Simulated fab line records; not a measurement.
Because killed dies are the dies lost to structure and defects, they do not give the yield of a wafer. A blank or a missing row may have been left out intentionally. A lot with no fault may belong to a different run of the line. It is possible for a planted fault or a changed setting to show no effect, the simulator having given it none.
A lot that was struck, set against a sound lot    flow n5 finfet    14 out of 1938 route steps
Sound: wafers L735.1, L735.2, L735.4. Struck: wafer L743.6; the same lot's L743.5 was not struck, so it is left out; see the end for the cause.
Per side, at each step with rows, come the tool, then ch with its chambers, and then its first start. Under that, the readings that differ: sound wafers    struck wafers    difference of the means    sigmas: that difference in standard deviations of wafers without a fault.
alike: readings whose means differ by less than 2 such deviations, and words and numbers that are the same on both sides. not compared: withheld readings, readings that some wafer has no value for, bounds like >300 that may hide the same value, and numbers for which the record gives no deviation and whose values overlap.
Wherever a step has rows on one side only, a row that says differs or no value, or a row with sigmas, the two part there. When numbers do not overlap yet have no deviation, they are printed without sigmas and do not part them. Lack of a reading on every wafer of one side parts them only where that side has two or more wafers.

N5_BEOL_M12_OCD_MEAS_35:
  struck on ocd-02, day 16 10:28; sound on ocd-02, day 14 17:28
  alike: trench depth nm
N5_BEOL_M12_STRIP_37: strips in N2/H2.
  sound on plasma asher-02 ch 0,1, day 14 17:30; struck on plasma asher-02 ch 1, day 16 10:32
  alike: drypump motor current A, heater power w, n2 flow sccm, oes product au
  not compared: rf hours counter h
then, 3 steps without rows for these wafers: N5_BEOL_M12_ETCH_38 (etches SiCN in CF4/N2, target depth 68.7 nm, time 73.4 s); N5_BEOL_M12_PRECLEAN_39 (cleans in residue remover, time 60 s); N5_BEOL_M12_SRD_40 (time 30 s, dry time 30 s).
N5_BEOL_M12_DEGAS_41: time 60 s.
  struck on pvd sputter-02, day 16 13:12; sound on pvd sputter-03, day 14 19:27
  alike: heater power w
N5_BEOL_M12_PRE_CLEAN_42: time 30 s.
  struck on pvd sputter-02, day 16 13:14; sound on pvd sputter-03, day 14 19:29
  alike: heater power w
N5_BEOL_M12_SPUTTER_43: material TaN, target thk 15 nm, time 24.19 s.
  struck on pvd sputter-02, day 16 13:18; sound on pvd sputter-03, day 14 19:32
  alike: cathode dc power W, throttle valve pct
then, 3 steps without rows for these wafers: N5_BEOL_M12_SPUTTER_44 (material Ta, target thk 10 nm, time 16.13 s); N5_BEOL_M12_SPUTTER_45 (material Cu, target thk 80 nm, time 13.33 s); N5_BEOL_M12_ECD_47 (material Cu, target thk 720 nm).
N5_BEOL_M12_ANNEAL_48: time 90 s.
  sound on rtp anneal-01 ch 0, day 14 19:57; struck on rtp anneal-01 ch 0, day 16 14:23
  alike: wafer_temp_C_max
N5_BEOL_M12_CMP_49: polishes, stops on SiOC, t overpolish 20.6 s, target thk 320 nm.
  sound on cmp-03 ch 0,1,3, day 14 20:17; struck on cmp-02 ch 0, day 16 14:40
reading                                  sound              struck  difference  sigmas
barrier field endpoint s (s)             30.2 31.2 30.6     16.9    -13.8       -17
model.Cu_of_BEOL_M12_ECD_47.thk nm (nm)  320.4 321.4 327.2  312.6   -10.4       
  alike: motor current A, overpolish run s, slurry flow ml min
N5_PASSIVATION_PROBE_49:
  struck on prober-01, day 18 00:38; sound on prober-02, day 16 00:30
reading                   sound           struck  difference  sigmas
defect limited yield (%)  93.1 94.2 92.6  89.4    -3.9        -3
killed at front end       43 27 31        78      +44         +3
killed dies               81 68 87        125     +46         +3
killed open               59 41 53        95      +44         +3
sort_bin_5_function (%)   3.8 3.0 4.6     6.9     +3.1        +3
sort n pass               1099 1112 1093  1055    -46         -3
sort yield pct (%)        93.1 94.2 92.6  89.4    -3.9        -3
  alike: killed_at_M0_to_M3, killed_at_M4_up, killed at contacts, killed at other, killed short, sort_bin_6_memory

== WHERE THEY PART ==
Last at N5_PASSIVATION_PROBE_49 as far as this record goes, first at N5_BEOL_M12_CMP_49.

WHY: the cause the simulator had injected
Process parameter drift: cmp-02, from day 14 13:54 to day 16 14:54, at N5_BEOL_M12_CMP_49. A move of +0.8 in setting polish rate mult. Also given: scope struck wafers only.
